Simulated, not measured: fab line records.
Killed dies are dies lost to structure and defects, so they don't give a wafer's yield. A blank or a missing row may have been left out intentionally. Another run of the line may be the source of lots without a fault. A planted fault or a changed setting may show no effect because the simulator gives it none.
Chamber matching :: flow n5_finfet :: N5_BEOL_M7_STRIP_36 on rie_diel-05: 4 sister chambers
The step strips in N2/H2. 8 wafers are shown with their chamber, then 12 later ones without.

## WAFERS PAIRED WITH THEIR CHAMBERS
wafer: L079.1
chamber: 3
drypump_motor_current_A (A): 5.5
showerhead_plenum_p_Torr (Torr): 2.54

wafer: L083.4
chamber: 3
drypump_motor_current_A (A): 5.4
showerhead_plenum_p_Torr (Torr): 2.54

wafer: L083.5
chamber: 1
drypump_motor_current_A (A): 5.5
showerhead_plenum_p_Torr (Torr): 2.40

wafer: L088.5
chamber: 1
drypump_motor_current_A (A): 5.5
showerhead_plenum_p_Torr (Torr): 2.40

wafer: L088.6
chamber: 2
drypump_motor_current_A (A): 5.8
showerhead_plenum_p_Torr (Torr): 2.53

wafer: L087.1
chamber: 2
drypump_motor_current_A (A): 5.8
showerhead_plenum_p_Torr (Torr): 2.53

wafer: L087.2
chamber: 0
drypump_motor_current_A (A): 6.1
showerhead_plenum_p_Torr (Torr): 2.48

wafer: L087.5
chamber: 0
drypump_motor_current_A (A): 6.1
showerhead_plenum_p_Torr (Torr): 2.49

## WAFERS WITHOUT THEIR CHAMBER
wafer: L089.1
drypump_motor_current_A (A): 5.5
showerhead_plenum_p_Torr (Torr): 2.40

wafer: L089.2
drypump_motor_current_A (A): 5.8
showerhead_plenum_p_Torr (Torr): 2.53

wafer: L089.6
drypump_motor_current_A (A): 6.1
showerhead_plenum_p_Torr (Torr): 2.48

wafer: L093.2
drypump_motor_current_A (A): 5.5
showerhead_plenum_p_Torr (Torr): 2.40

wafer: L093.5
drypump_motor_current_A (A): 6.0
showerhead_plenum_p_Torr (Torr): 2.48

wafer: L093.6
drypump_motor_current_A (A): 5.5
showerhead_plenum_p_Torr (Torr): 2.40

wafer: L094.2
drypump_motor_current_A (A): 6.0
showerhead_plenum_p_Torr (Torr): 2.48

wafer: L094.3
drypump_motor_current_A (A): 5.5
showerhead_plenum_p_Torr (Torr): 2.39

wafer: L094.4
drypump_motor_current_A (A): 5.8
showerhead_plenum_p_Torr (Torr): 2.52

wafer: L097.2
drypump_motor_current_A (A): 5.5
showerhead_plenum_p_Torr (Torr): 2.39

wafer: L097.4
drypump_motor_current_A (A): 5.8
showerhead_plenum_p_Torr (Torr): 2.52

wafer: L097.5
drypump_motor_current_A (A): 6.0
showerhead_plenum_p_Torr (Torr): 2.48

## CHAMBER TAKEN BY EACH
wafer: L089.1
from the rows above: 1
in truth: 1

wafer: L089.2
from the rows above: 2
in truth: 2

wafer: L089.6
from the rows above: 0
in truth: 0

wafer: L093.2
from the rows above: 1
in truth: 1

wafer: L093.5
from the rows above: 0
in truth: 0

wafer: L093.6
from the rows above: 1
in truth: 1

wafer: L094.2
from the rows above: 0
in truth: 0

wafer: L094.3
from the rows above: 1
in truth: 1

wafer: L094.4
from the rows above: 2
in truth: 2

wafer: L097.2
from the rows above: 1
in truth: 1

wafer: L097.4
from the rows above: 2
in truth: 2

wafer: L097.5
from the rows above: 0
in truth: 0
Correct placement for 12 of the 12. Number that these rows cannot place: 0. 0 placed wrongly.
How it was worked out, from the rows above alone: a wafer's distance from a chamber is the root of the sum, over the readings, of the square of ((its reading less the chamber's mean) divided by the reading's scatter). If the next closest chamber is less than 2 further off than the closest, the wafer can't be placed; otherwise it belongs to the closest. Each chamber's mean is taken over the wafers shown for it. How the scatter is found: for the shown wafers, subtract from each reading the mean of its chamber, square and add these, divide the total by (wafers less chambers), then take the root.
